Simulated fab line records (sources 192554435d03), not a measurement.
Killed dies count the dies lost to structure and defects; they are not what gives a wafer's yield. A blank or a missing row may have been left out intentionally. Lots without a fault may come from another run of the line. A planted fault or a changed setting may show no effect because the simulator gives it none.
Chamber matching    flow n5Finfet    N5_BEOL_M3_ETCH_74 on rieDiel-03 has 4 sister chambers
The step etches underlayer in N2/H2, target depth 6.5 nm, time 5.2 s. 4 wafers are shown with their chamber, then 10 later ones without.

== WAFERS, EACH WITH ITS CHAMBER ==
wafer   chamber  showerheadPlenumPTorr (Torr)
L082.6  2        2.65
L084.5  0        2.61
L085.2  3        2.35
L085.4  1        2.63

== WAFERS WITHOUT THEIR CHAMBER ==
wafer   showerheadPlenumPTorr (Torr)
L085.6  2.64
L086.1  2.35
L086.2  2.64
L086.4  2.63
L089.2  2.60
L089.3  2.63
L089.6  2.64
L094.2  2.34
L094.3  2.62
L094.4  2.64

== EACH ONE'S CHAMBER ==
wafer   from the rows above      in truth
L085.6  can't be placed: 2 or 1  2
L086.1  3                        3
L086.2  can't be placed: 2 or 1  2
L086.4  1                        1
L089.2  0                        0
L089.3  1                        1
L089.6  can't be placed: 2 or 1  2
L094.2  3                        3
L094.3  can't be placed: 1 or 0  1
L094.4  can't be placed: 2 or 1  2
Placed correctly: 5 of 10. These rows do not allow placing 5 (true chamber among the candidates in 5). Placed wrongly: 0.
How it was worked out, from the rows above alone: a wafer's distance from a chamber is the root of the sum, over the readings, of the square of ((its reading less the chamber's mean) divided by the reading's scatter). If the next closest chamber is less than 2 further off than the closest, the wafer can't be placed; otherwise it belongs to the closest. A chamber's mean is the mean of its shown wafers. The scatter: root of mean squared gap, hidden wafer to nearest shown wafer, with one shown wafer a chamber.
